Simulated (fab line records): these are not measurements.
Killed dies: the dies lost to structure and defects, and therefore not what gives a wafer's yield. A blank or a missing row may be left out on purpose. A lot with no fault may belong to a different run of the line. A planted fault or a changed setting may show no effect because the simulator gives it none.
fab line records	flow nandHarc
record: lots: 7	wafers: 21	lastDay: 24
route steps=1159 shown A_CONTACT@935 END@1159
lots that met no fault: from a run of the same line without faults
startH: hours from the record's opening day to when the first of the lot's shown wafers began	waitH: time in hours since the lot's previous step	" repeats the value in the row above	L1.1+2: several wafers, shown together as one row	- no value, or no start was given	* or withheld: withheld	< > ~ a bound
route shown NAME@n: a module of which the file shows steps, and the number in the route of the first	usual: mean/standard deviation taken from wafers without a fault	same: alike in all rows	chamber/n: place in a boat	sites: per-site readings	_std_site: standard deviation across them	_edge_site: inner sites' mean taken away from outer sites' mean	radiusMm: for every site, how far away it sits from the centre of the wafer	mask NAME#n: copy n	behind: the last tool/chamber to shape the wafer	hold: reason for holding the lot/hours on hold/outcome of the hold	device: names the non-switching transistor (n, p or np)	end of line: the same wafers' tests at the end of the route	step lacking rows: just its recipe	killed: dies that structure and defects cost at the first sort, which is not the same as the wafer's yield	map: a wafer's dies, x killed, . not, _ none there
set.NAME: the run value of the setting; set.NAME@STEP: its run value at that earlier step	model.NAME: the simulator's own value behind a step, which no gauge read
lots at selected steps of the route; one table per step, one row per wafer
services: from which hour (startH, from the record's first day; less than 0 if before it) a tool's chamber was out of use, for how many hours, and why
== steps ==
step: NHARC_A_CONTACT_CD_MEAS_08
recipe: targetCdNm: 100	landingEnergyEv: 500
usual: cdNm: 99.9/0.62
lot.wafer	tool	chamber	startH	waitH	cdNm
L347.2	cdSem-02	0	399.91	-	99.6
L347.3	"	0	"	"	100.7
L347.4	"	0	"	"	99.2
L344.3	cdSem-02	0	402.27	-	99.3
L344.4	"	0	"	"	99.8
L344.6	"	0	"	"	100.4
L349.2	cdSem-01	0	445.57	-	100.1
L349.4	"	0	"	"	99.7
L349.5	"	0	"	"	99.9
L351.1	cdSem-01	0	448.51	-	99.3
L351.3	"	0	"	"	99.4
L351.5	"	0	"	"	99.6
L354.2	cdSem-03	0	457.24	-	99.6
L354.4	"	0	"	"	99.3
L354.6	"	0	"	"	99.7
L357.1	cdSem-01	0	457.85	-	99.7
L357.4	"	0	"	"	99.3
L357.5	"	0	"	"	99.3
L361.1	cdSem-03	0	508.07	-	100.1
L361.2	"	0	"	"	99.2
L361.6	"	0	"	"	100.0
step: NHARC_A_CONTACT_OVL_MEAS_09
usual: overlayXNm: 0.2/0.87	overlayYNm: 0.0/0.85
lot.wafer	tool	chamber	startH	waitH	overlayXNm	overlayYNm
L347.2	overlay-02	-	399.99	-	-0.4	-0.6
L347.3	"	-	"	"	0.1	-0.1
L347.4	"	-	"	"	-0.1	0.1
L344.3	overlay-01	-	402.36	-	0.1	-0.1
L344.4	"	-	"	"	0.3	0.0
L344.6	"	-	"	"	0.4	-0.5
L349.2	overlay-01	-	445.66	-	1.5	0.1
L349.4	"	-	"	"	1.1	0.0
L349.5	"	-	"	"	0.8	0.6
L351.1	overlay-01	-	448.60	-	0.7	-0.1
L351.3	"	-	"	"	0.7	-0.2
L351.5	"	-	"	"	0.5	-0.5
L354.2	overlay-01	-	457.32	-	1.2	-1.1
L354.4	"	-	"	"	0.8	0.0
L354.6	"	-	"	"	1.6	-0.5
L357.1	overlay-02	-	457.93	-	2.2	0.7
L357.4	"	-	"	"	0.8	0.9
L357.5	"	-	"	"	2.0	0.4
L361.1	overlay-01	-	508.15	-	-1.0	0.6
L361.2	"	-	"	"	-1.0	0.5
L361.6	"	-	"	"	-1.1	0.4
step: NHARC_A_CONTACT_INSPECT_10
usual: rawDefectCount: 28/13
lot.wafer	tool	chamber	startH	waitH	rawDefectCount
L347.2	defectInspect-01	-	400.03	0.0	14
L347.3	"	-	"	"	13
L347.4	"	-	"	"	17
L344.3	defectInspect-02	-	402.40	0.0	24
L344.4	"	-	"	"	27
L344.6	"	-	"	"	34
L349.2	defectInspect-01	-	445.70	0.0	34
L349.4	"	-	"	"	39
L349.5	"	-	"	"	34
L351.1	defectInspect-02	-	448.64	0.0	36
L351.3	"	-	"	"	53
L351.5	"	-	"	"	40
L354.2	defectInspect-02	-	457.36	0.0	10
L354.4	"	-	"	"	11
L354.6	"	-	"	"	18
L357.1	defectInspect-02	-	457.97	0.0	46
L357.4	"	-	"	"	46
L357.5	"	-	"	"	47
L361.1	defectInspect-02	-	508.19	0.0	49
L361.2	"	-	"	"	35
L361.6	"	-	"	"	44
step: NHARC_A_CONTACT_DESCUM_13
recipe: timeS: 3	o2FlowSccm: 200	arFlowSccm: 0	biasPowerW: 0	chemistry: O2
usual: drypumpMotorCurrentA: 5.7/0.46	oesProductAu: 0.995/0.012	rfVppV: 57.7/0.9	showerheadPlenumPTorr: 1.93/0.11	throttleValvePct: 11.311/0.0086
lot.wafer	tool	chamber	startH	waitH	drypumpMotorCurrentA	oesProductAu	rfHoursCounterH	rfVppV	showerheadPlenumPTorr	throttleValvePct
L347.3	rieDiel-13	3	400.12	0.1	4.8	0.991	23	56.9	1.76	11.304
L347.2	"	0	"	"	6.1	0.993	25	56.9	1.82	11.315
L347.4	"	1	"	"	5.9	0.999	-	57.7	2.00	11.281
L344.3	rieDiel-13	0	402.50	0.1	6.0	0.995	26	57.4	1.82	11.325
L344.4	"	3	"	"	4.8	0.990	-	58.0	1.76	11.299
L344.6	"	1	"	"	5.9	1.003	-	56.9	2.00	11.309
L349.4	rieDiel-13	0	445.76	0.1	6.1	0.988	33	56.7	1.82	11.313
L349.2	"	1	"	"	5.9	1.013	33	58.8	2.00	11.312
L349.5	"	0	"	"	6.1	0.988	-	56.6	1.82	11.309
L351.3	rieDiel-13	2	448.70	0.1	5.8	1.008	30	58.4	1.77	11.305
L351.1	"	1	"	"	5.9	1.001	34	57.8	2.00	11.316
L351.5	"	3	"	"	4.8	0.983	-	57.0	1.76	11.314
L354.2	rieDiel-03	0	457.42	0.1	5.7	0.982	20	57.3	1.94	11.316
L354.4	"	3	"	"	5.6	1.000	20	57.2	1.87	11.299
L354.6	"	0	"	"	5.7	0.984	-	58.1	1.94	11.329
L357.1	rieDiel-01	0	458.04	0.1	5.9	0.983	44	56.0	2.06	11.323
L357.5	"	3	"	"	5.0	0.973	-	58.4	1.98	11.304
L357.4	"	0	"	"	5.9	0.973	-	59.1	2.06	11.310
L361.1	rieDiel-13	1	508.26	0.1	5.9	0.988	10	57.6	1.99	11.314
L361.2	"	2	"	"	5.8	0.992	9	59.6	2.07	11.306
L361.6	"	1	"	"	5.9	0.972	-	57.3	1.99	11.298
step: NHARC_A_CONTACT_ETCH_88
recipe: targetDepthA: 390	overEtchFrac: 0.3	timeS: 65	ionEnergyEv: 80	cf4FlowSccm: 150	arFlowSccm: 0	rfW: 300	biasW: 100	chemistry: CF4
usual: biasW: 100.01/0.3	cf4FlowSccm: 150.0/0.46	drypumpMotorCurrentA: 5.6/0.48	oesProductAu: 0.994/0.01	rfFwdPowerW: 296.9/1.1	rfVppV: 151.5/1.4	showerheadPlenumPTorr: 1.78/0.095	throttleValvePct: 13.284/0.0087
lot.wafer	tool	chamber	startH	waitH	biasW	cf4FlowSccm	drypumpMotorCurrentA	oesProductAu	rfFwdPowerW	rfHoursCounterH	rfVppV	showerheadPlenumPTorr	throttleValvePct
L347.2	rieDiel-13	1	400.23	0.1	99.78	150.6	5.9	1.009	296.7	26	152.6	1.84	13.287
L347.3	"	3	"	"	99.88	149.6	4.8	0.983	298.3	23	150.7	1.64	13.300
L347.4	"	0	"	"	99.69	149.9	6.1	1.002	296.1	-	150.7	1.69	13.289
L344.3	rieDiel-13	3	402.59	0.1	100.25	150.1	4.8	0.989	297.8	24	148.7	1.64	13.287
L344.6	"	3	"	"	100.37	150.0	4.8	0.997	297.3	-	149.8	1.64	13.279
L344.4	"	0	"	"	100.56	149.6	6.1	0.986	294.8	-	150.5	1.69	13.297
L349.2	rieDiel-13	3	445.85	0.1	99.81	150.6	4.8	0.994	297.2	31	149.1	1.64	13.285
L349.4	"	0	"	"	100.15	150.8	6.0	0.988	296.0	33	149.8	1.69	13.290
L349.5	"	2	"	"	100.05	150.6	5.8	1.004	296.2	-	148.8	1.64	13.282
L351.3	rieDiel-13	1	448.80	0.1	100.08	149.7	5.9	0.994	293.9	34	151.3	1.84	13.272
L351.1	"	2	"	"	100.39	150.0	5.8	0.998	297.2	30	149.7	1.64	13.292
L351.5	"	3	"	"	99.68	149.6	4.8	0.991	295.4	-	149.5	1.64	13.292
L354.2	rieDiel-03	0	457.56	0.1	99.95	150.0	5.7	0.984	295.4	20	152.4	1.79	13.293
L354.4	"	2	"	"	99.82	149.8	5.5	1.005	298.8	22	150.9	1.80	13.292
L354.6	"	1	"	"	99.74	149.8	5.7	1.013	298.1	-	150.3	1.71	13.268
L357.1	rieDiel-01	2	458.21	0.2	99.91	151.1	6.3	0.980	298.6	45	153.0	1.85	13.279
L357.4	"	2	"	"	100.17	150.3	6.3	0.976	297.9	-	152.0	1.85	13.279
L357.5	"	3	"	"	100.08	150.1	5.0	0.979	297.2	-	152.7	1.83	13.286
L361.1	rieDiel-13	0	508.35	0.1	100.64	149.8	6.1	0.992	295.6	9	149.0	1.69	13.278
L361.2	"	1	"	"	99.84	150.3	5.9	0.979	297.4	10	152.5	1.84	13.289
L361.6	"	2	"	"	100.07	150.0	5.8	0.992	295.9	-	152.6	1.91	13.268
step: NHARC_A_CONTACT_ETCH_89
recipe: targetDepthA: 2600	overEtchFrac: 0.3	timeS: 475.3	ionEnergyEv: 200	n2FlowSccm: 150	h2FlowSccm: 150	arFlowSccm: 0	rfW: 400	biasW: 150	chemistry: N2/H2
step: NHARC_A_CONTACT_ETCH_30
recipe: targetDepthA: 605	timeS: 30.2	cf4FlowSccm: 100	chf3FlowSccm: 30	arFlowSccm: 0	rfW: 500	biasW: 200	chemistry: CF4/CHF3
step: NHARC_A_CONTACT_ETCH_31
recipe: targetDepthA: 20000	overEtchFrac: 0.3	timeS: 520	ionEnergyEv: 150	o2FlowSccm: 400	cosFlowSccm: 20	arFlowSccm: 0	rfW: 500	biasW: 300	chemistry: O2/COS
step: NHARC_A_CONTACT_ETCH_134
recipe: sourceW: withheld	pressureMtorr: 20	biasV: withheld	timeS: 140	targetDepthA: 7000	arFlowSccm: withheld	c4f8FlowSccm: withheld	o2FlowSccm: withheld	chemistry: C4F8/O2/Ar
usual: chamberPressureMTorr: 20.001/0.017	oesAirLineAu: 1.000/0.022
lot.wafer	tool	chamber	startH	waitH	chamberPressureMTorr	oesAirLineAu	rfHoursCounterH
L347.2	harCapEtch-02	1	401.32	-	20.015	0.973	16
L347.3	"	0	"	"	20.007	1.015	-
L347.4	"	1	"	"	19.996	1.018	-
L344.4	harCapEtch-01	0	403.73	-	19.995	0.999	-
L344.3	"	1	"	"	19.983	0.995	-
L344.6	"	0	"	"	19.978	1.033	-
L349.2	harCapEtch-02	0	446.81	-	20.014	1.008	23
L349.4	"	0	"	"	19.986	1.049	-
L349.5	"	1	"	"	19.947	1.020	-
L351.1	harCapEtch-01	0	449.69	-	20.012	1.021	69
L351.3	"	0	"	"	19.982	0.988	-
L351.5	"	0	"	"	19.996	1.010	-
L354.2	harCapEtch-02	1	458.69	-	20.000	0.979	26
L354.4	"	0	"	"	20.003	0.963	-
L354.6	"	1	"	"	20.002	0.986	-
L357.1	harCapEtch-01	1	459.32	-	20.015	1.027	73
L357.4	"	1	"	"	19.975	0.999	-
L357.5	"	1	"	"	20.035	1.007	-
L361.2	harCapEtch-01	1	509.24	-	20.012	0.986	78
L361.1	"	0	"	"	19.975	0.973	78
L361.6	"	1	"	"	20.024	0.963	-
step: NHARC_A_CONTACT_ETCH_135
recipe: sourceW: withheld	pressureMtorr: 20	biasV: 3000	timeS: 132	targetDepthA: 12870	arFlowSccm: withheld	c4f8FlowSccm: withheld	o2FlowSccm: withheld	chemistry: C4F8/O2/Ar
step: NHARC_A_CONTACT_ETCH_136
recipe: sourceW: withheld	pressureMtorr: 20	biasV: 3000	timeS: 132	targetDepthA: 12870	arFlowSccm: withheld	c4f8FlowSccm: withheld	o2FlowSccm: withheld	chemistry: C4F8/O2/Ar
usual: chamberPressureMTorr: 20.001/0.019	oesAirLineAu: 0.999/0.02
lot.wafer	tool	chamber	startH	waitH	chamberPressureMTorr	oesAirLineAu	rfHoursCounterH
L347.2	harCapEtch-02	1	401.64	0.1	19.998	1.003	16
L347.3	"	0	"	"	19.992	1.003	-
L347.4	"	1	"	"	19.994	0.985	-
L344.4	harCapEtch-01	0	404.03	0.1	20.034	0.944	-
L344.3	"	1	"	"	19.996	0.976	-
L344.6	"	0	"	"	19.988	0.982	-
L349.2	harCapEtch-02	0	447.13	0.1	19.962	0.977	23
L349.4	"	0	"	"	20.015	1.036	-
L349.5	"	1	"	"	19.982	0.983	-
L351.1	harCapEtch-01	0	450.01	0.1	20.034	0.981	70
L351.3	"	0	"	"	19.988	1.006	-
L351.5	"	0	"	"	20.016	0.987	-
L354.2	harCapEtch-02	1	459.00	0.1	20.029	0.997	26
L354.4	"	0	"	"	19.971	0.984	-
L354.6	"	1	"	"	19.991	0.991	-
L357.1	harCapEtch-01	1	459.64	0.1	20.001	1.015	73
L357.4	"	1	"	"	19.976	0.982	-
L357.5	"	1	"	"	19.980	0.997	-
L361.2	harCapEtch-01	1	509.56	0.1	19.995	1.002	78
L361.1	"	0	"	"	20.021	0.968	78
L361.6	"	1	"	"	19.990	0.995	-
step: NHARC_A_CONTACT_ETCH_137
recipe: sourceW: withheld	pressureMtorr: 20	biasV: 3000	timeS: 132	targetDepthA: 12870	arFlowSccm: withheld	c4f8FlowSccm: withheld	o2FlowSccm: withheld	chemistry: C4F8/O2/Ar
usual: chamberPressureMTorr: 20.000/0.019	oesAirLineAu: 1.003/0.022
lot.wafer	tool	chamber	startH	waitH	chamberPressureMTorr	oesAirLineAu	rfHoursCounterH
L347.2	harCapEtch-02	1	401.76	0.1	19.994	0.962	17
L347.3	"	0	"	"	19.994	1.047	-
L347.4	"	1	"	"	19.964	0.945	-
L344.4	harCapEtch-01	0	404.15	0.1	20.005	0.993	-
L344.3	"	1	"	"	19.983	1.015	-
L344.6	"	0	"	"	19.971	0.977	-
L349.2	harCapEtch-02	0	447.26	0.1	19.969	0.988	23
L349.4	"	0	"	"	20.014	1.020	-
L349.5	"	1	"	"	20.007	0.994	-
L351.1	harCapEtch-01	0	450.14	0.1	20.005	1.054	70
L351.3	"	0	"	"	20.021	0.967	-
L351.5	"	0	"	"	19.987	1.021	-
L354.2	harCapEtch-02	1	459.13	0.1	19.984	1.002	26
L354.4	"	0	"	"	20.004	1.041	-
L354.6	"	1	"	"	20.020	0.985	-
L357.1	harCapEtch-01	1	459.76	0.1	20.030	0.978	73
L357.4	"	1	"	"	20.016	0.987	-
L357.5	"	1	"	"	20.014	1.003	-
L361.2	harCapEtch-01	1	509.69	0.1	20.002	0.988	78
L361.1	"	0	"	"	19.993	0.997	78
L361.6	"	1	"	"	19.998	1.025	-
step: NHARC_A_CONTACT_ETCH_138
recipe: sourceW: withheld	pressureMtorr: 20	biasV: 3000	timeS: 132	targetDepthA: 12890	arFlowSccm: withheld	c4f8FlowSccm: withheld	o2FlowSccm: withheld	chemistry: C4F8/O2/Ar
usual: chamberPressureMTorr: 19.998/0.018	oesAirLineAu: 1.003/0.022
lot.wafer	tool	chamber	startH	waitH	chamberPressureMTorr	oesAirLineAu	rfHoursCounterH
L347.2	harCapEtch-02	1	401.88	0.1	20.015	1.010	17
L347.3	"	0	"	"	20.022	1.025	-
L347.4	"	1	"	"	19.991	0.970	-
L344.4	harCapEtch-01	0	404.27	0.1	20.006	1.006	-
L344.3	"	1	"	"	20.003	1.010	-
L344.6	"	0	"	"	20.011	1.031	-
L349.2	harCapEtch-02	0	447.38	0.1	-	-	-
L349.4	"	0	"	"	-	-	-
L349.5	"	1	"	"	-	-	-
L351.1	harCapEtch-01	0	450.26	0.1	-	-	-
L351.3	"	0	"	"	-	-	-
L351.5	"	0	"	"	-	-	-
L354.2	harCapEtch-02	1	459.25	0.1	-	-	-
L354.4	"	0	"	"	-	-	-
L354.6	"	1	"	"	-	-	-
L357.1	harCapEtch-01	1	459.88	0.1	19.976	0.942	73
L357.4	"	1	"	"	20.013	0.966	-
L357.5	"	1	"	"	20.000	0.971	-
L361.2	harCapEtch-01	1	509.81	0.1	20.016	0.999	78
L361.1	"	0	"	"	20.004	1.034	78
L361.6	"	1	"	"	19.975	1.024	-
step: NHARC_A_CONTACT_ETCH_139
recipe: sourceW: withheld	pressureMtorr: 20	biasV: 400	timeS: 137	targetDepthA: 5900	arFlowSccm: withheld	c4f8FlowSccm: 11.5	o2FlowSccm: 7.2	chemistry: C4F8/O2/Ar
step: NHARC_END_SORT_01
recipe: tempC: 25
usual: killedAtArray: 27/10	killedAtOther: 0.6/0.96	killedAtPeriphery: 3.4/2.7	killedDies: 31/10	killedOpen: 2.9/1.8	killedShort: 1.8/1.4
same: grossDies: 677
lot.wafer	tool	chamber	startH	waitH	killedAtArray	killedAtOther	killedAtPeriphery	killedDies	killedOpen	killedShort
L351.1	prober-02	0	501.28	2.5	674	0	3	677	6	1
L351.3	prober-02	0	502.88	3.1	670	0	7	677	11	3
L351.5	prober-02	0	504.47	3.7	675	0	2	677	7	1
L349.2	prober-01	0	502.06	2.8	671	0	6	677	4	3
L349.4	prober-01	0	503.64	3.4	676	0	1	677	3	1
L349.5	prober-01	0	504.43	3.7	671	3	3	677	6	3
L354.2	prober-01	0	510.36	2.8	671	3	3	677	3	2
L354.4	prober-01	0	511.97	3.4	672	2	3	677	3	4
L354.6	prober-01	0	513.57	4.0	672	2	3	677	3	4
killed by level:class
L351.1 A_CONTACT:areaEtch=640 A_SLIT:chamberFilmFlake=13 A_CHANNEL_HOLE_D1:chamberFilmFlake=10 A_CONTACT:chamberFilmFlake=3 A_M0:geometricParticle:open=2 A_CHANNEL_FILL_D1:chamberFilmFlake=2 A_STAIRCASE:chamberFilmFlake=2 P_CONTACT:geometricParticle:open=1
L349.2 A_CONTACT:areaEtch=640 A_CHANNEL_HOLE_D1:chamberFilmFlake=12 A_SLIT:chamberFilmFlake=7 A_STAIRCASE:chamberFilmFlake=6 A_WL_FILL:geometricParticle:short=3 A_WL_FILL:geometricParticle:open=2 P_ZERO_WELL:chamberFilmFlake=2 P_GATE:chamberFilmFlake=2
L351.3 A_CONTACT:areaEtch=619 A_SLIT:chamberFilmFlake=23 A_CHANNEL_HOLE_D1:chamberFilmFlake=12 A_STAIRCASE:chamberFilmFlake=6 P_M0:geometricParticle:open=3 P_CONTACT:geometricParticle:open=2 A_CONTACT:chamberFilmFlake=2 P_GATE:geometricParticle:short=1
L349.4 A_CONTACT:areaEtch=645 A_SLIT:chamberFilmFlake=15 A_STAIRCASE:chamberFilmFlake=6 A_CHANNEL_HOLE_D1:chamberFilmFlake=5 A_ONON_D1:geometricParticle:open=2 A_CONTACT:chamberFilmFlake=2 P_CONTACT:geometricParticle:open=1 A_CHANNEL_HOLE_D1:geometricParticle:short=1
L349.5 A_CONTACT:areaEtch=641 A_CHANNEL_HOLE_D1:chamberFilmFlake=9 A_SLIT:chamberFilmFlake=7 A_STAIRCASE:chamberFilmFlake=4 A_BLC:geometricParticle:open=2 P_GATE:chamberFilmFlake=2 STARTING-WAFER:geometricParticle:open=2 P_CONTACT:geometricParticle:open=1
L351.5 A_CONTACT:areaEtch=635 A_CHANNEL_HOLE_D1:chamberFilmFlake=15 A_SLIT:chamberFilmFlake=15 A_STAIRCASE:chamberFilmFlake=3 A_CONTACT:geometricParticle:open=2 P_GATE:geometricParticle:open=1 P_M0:geometricParticle:open=1 A_ONON_D1:geometricParticle:open=1
L354.2 A_CONTACT:areaEtch=658 A_CONTACT:chamberFilmFlake=3 THIN_TSV:chamberFilmFlake=3 A_CONTACT:geometricParticle:open=2 A_CHANNEL_HOLE_D1:chamberFilmFlake=2 A_STAIRCASE:chamberFilmFlake=2 P_CONTACT:geometricParticle:open=1 A_WL_FILL:geometricParticle:short=1
L354.4 A_CONTACT:areaEtch=661 A_CHANNEL_HOLE_D1:chamberFilmFlake=6 A_CHANNEL_FILL_D1:geometricParticle:short=2 P_STI:chamberFilmFlake=2 P_M1:geometricParticle:open=1 A_SOURCE_PLATE:geometricParticle:short=1 A_M0:geometricParticle:short=1 A_M0:geometricParticle:open=1
L354.6 A_CONTACT:areaEtch=652 A_CHANNEL_HOLE_D1:chamberFilmFlake=7 A_ZERO_WELL:chamberFilmFlake=3 P_STI:chamberFilmFlake=2 A_CONTACT:chamberFilmFlake=2 P_STI:geometricParticle:short=1 A_ONON_D1:geometricParticle:short=1 A_CHANNEL_FILL_D1:geometricParticle:open=1
map L349.2 (x killed, . not)
____________x____________
_________xxxxxxx_________
_______xxxxxxxxxxx_______
______xxxxxxxxxxxxx______
_____xxxxxxxxxxxxxxx_____
____xxxxxxxxxxxxxxxxx____
____xxxxxxxxxxxxxxxxx____
___xxxxxxxxxxxxxxxxxxx___
___xxxxxxxxxxxxxxxxxxx___
__xxxxxxxxxxxxxxxxxxxxx__
__xxxxxxxxxxxxxxxxxxxxx__
_xxxxxxxxxxxxxxxxxxxxxxx_
_xxxxxxxxxxxxxxxxxxxxxxx_
_xxxxxxxxxxxxxxxxxxxxxxx_
_xxxxxxxxxxxxxxxxxxxxxxx_
_xxxxxxxxxxxxxxxxxxxxxxx_
xxxxxxxxxxxxxxxxxxxxxxxxx
xxxxxxxxxxxxxxxxxxxxxxxxx
xxxxxxxxxxxxxxxxxxxxxxxxx
xxxxxxxxxxxxxxxxxxxxxxxxx
xxxxxxxxxxxxxxxxxxxxxxxxx
_xxxxxxxxxxxxxxxxxxxxxxx_
_xxxxxxxxxxxxxxxxxxxxxxx_
_xxxxxxxxxxxxxxxxxxxxxxx_
_xxxxxxxxxxxxxxxxxxxxxxx_
_xxxxxxxxxxxxxxxxxxxxxxx_
__xxxxxxxxxxxxxxxxxxxxx__
__xxxxxxxxxxxxxxxxxxxxx__
___xxxxxxxxxxxxxxxxxxx___
___xxxxxxxxxxxxxxxxxxx___
____xxxxxxxxxxxxxxxxx____
____xxxxxxxxxxxxxxxxx____
_____xxxxxxxxxxxxxxx_____
______xxxxxxxxxxxxx______
_______xxxxxxxxxxx_______
_________xxxxxxx_________
____________x____________
map L351.1 (x killed, . not)
____________x____________
_________xxxxxxx_________
_______xxxxxxxxxxx_______
______xxxxxxxxxxxxx______
_____xxxxxxxxxxxxxxx_____
____xxxxxxxxxxxxxxxxx____
____xxxxxxxxxxxxxxxxx____
___xxxxxxxxxxxxxxxxxxx___
___xxxxxxxxxxxxxxxxxxx___
__xxxxxxxxxxxxxxxxxxxxx__
__xxxxxxxxxxxxxxxxxxxxx__
_xxxxxxxxxxxxxxxxxxxxxxx_
_xxxxxxxxxxxxxxxxxxxxxxx_
_xxxxxxxxxxxxxxxxxxxxxxx_
_xxxxxxxxxxxxxxxxxxxxxxx_
_xxxxxxxxxxxxxxxxxxxxxxx_
xxxxxxxxxxxxxxxxxxxxxxxxx
xxxxxxxxxxxxxxxxxxxxxxxxx
xxxxxxxxxxxxxxxxxxxxxxxxx
xxxxxxxxxxxxxxxxxxxxxxxxx
xxxxxxxxxxxxxxxxxxxxxxxxx
_xxxxxxxxxxxxxxxxxxxxxxx_
_xxxxxxxxxxxxxxxxxxxxxxx_
_xxxxxxxxxxxxxxxxxxxxxxx_
_xxxxxxxxxxxxxxxxxxxxxxx_
_xxxxxxxxxxxxxxxxxxxxxxx_
__xxxxxxxxxxxxxxxxxxxxx__
__xxxxxxxxxxxxxxxxxxxxx__
___xxxxxxxxxxxxxxxxxxx___
___xxxxxxxxxxxxxxxxxxx___
____xxxxxxxxxxxxxxxxx____
____xxxxxxxxxxxxxxxxx____
_____xxxxxxxxxxxxxxx_____
______xxxxxxxxxxxxx______
_______xxxxxxxxxxx_______
_________xxxxxxx_________
____________x____________
== services ==
tool	chamber	startH	hours	kind
rieDiel-13	0	383.29	-	clean
rieDiel-13	1	383.29	-	clean
rieDiel-13	2	383.29	-	clean
rieDiel-13	3	383.29	-	clean
rieDiel-03	-	392.35	9.0	pm
rieDiel-13	0	407.79	-	clean
rieDiel-13	1	407.79	-	clean
rieDiel-13	2	407.79	-	clean
rieDiel-13	3	407.79	-	clean
rieDiel-13	3	413.15	4.2	repair
rieDiel-13	0	432.30	-	clean
rieDiel-13	1	432.30	-	clean
rieDiel-13	2	432.30	-	clean
rieDiel-13	3	432.30	-	clean
rieDiel-01	1	438.06	36.6	repair
rieDiel-03	0	446.08	1.9	repair
rieDiel-13	-	453.23	9.0	pm
rieDiel-13	0	453.23	9.0	ventCycle
rieDiel-13	1	453.23	9.0	ventCycle
rieDiel-13	2	453.23	9.0	ventCycle
rieDiel-13	3	453.23	9.0	ventCycle
rieDiel-01	-	487.43	0.3	repair
harCapEtch-01	-	499.91	7.8	repair
rieDiel-01	-	500.45	9.0	pm
== key ==
firstSign: step: NHARC_A_CONTACT_ETCH_138	reading: toolRecord	direction: missing
effect: step: NHARC_END_SORT_01	reading: killedDies	direction: up	sigmas: 65	usual: 31	struck: 677
moreKillsBornAt: NHARC_A_CONTACT_ETCH_138@harCapEtch-02: 3897	NHARC_A_CONTACT_ETCH_138@harCapEtch-01: 1894
metAt NHARC_A_CONTACT_ETCH_138
struckWafers L349.2,L349.4,L349.5,L351.1,L351.3,L351.5,L354.2,L354.4,L354.6
laterRowsLeftOut L349.2,L349.4,L349.5,L351.1,L351.3,L351.5,L354.2,L354.4,L354.6
testerLeftOut L349,L351,L354
onsetBetween 404.27 447.38
fault: kind: skippedStepWhole	tool: harCapEtch-01,harCapEtch-02	chamber: -	onsetH: 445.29	steps: NHARC_A_CONTACT_ETCH_138	scope: struckLotsOnly
testerLeftOut: of these lots the tester's yield and bins aren't shown, on N5 and GAA mostly nor the transistor test; their killed dies are dies lost to structure and defects alone, not to doping, threshold or leakage, so they don't give the yield
laterRowsLeftOut: the simulator's readings of these wafers behind a module that went badly wrong aren't trusted and aren't shown, but for the sort
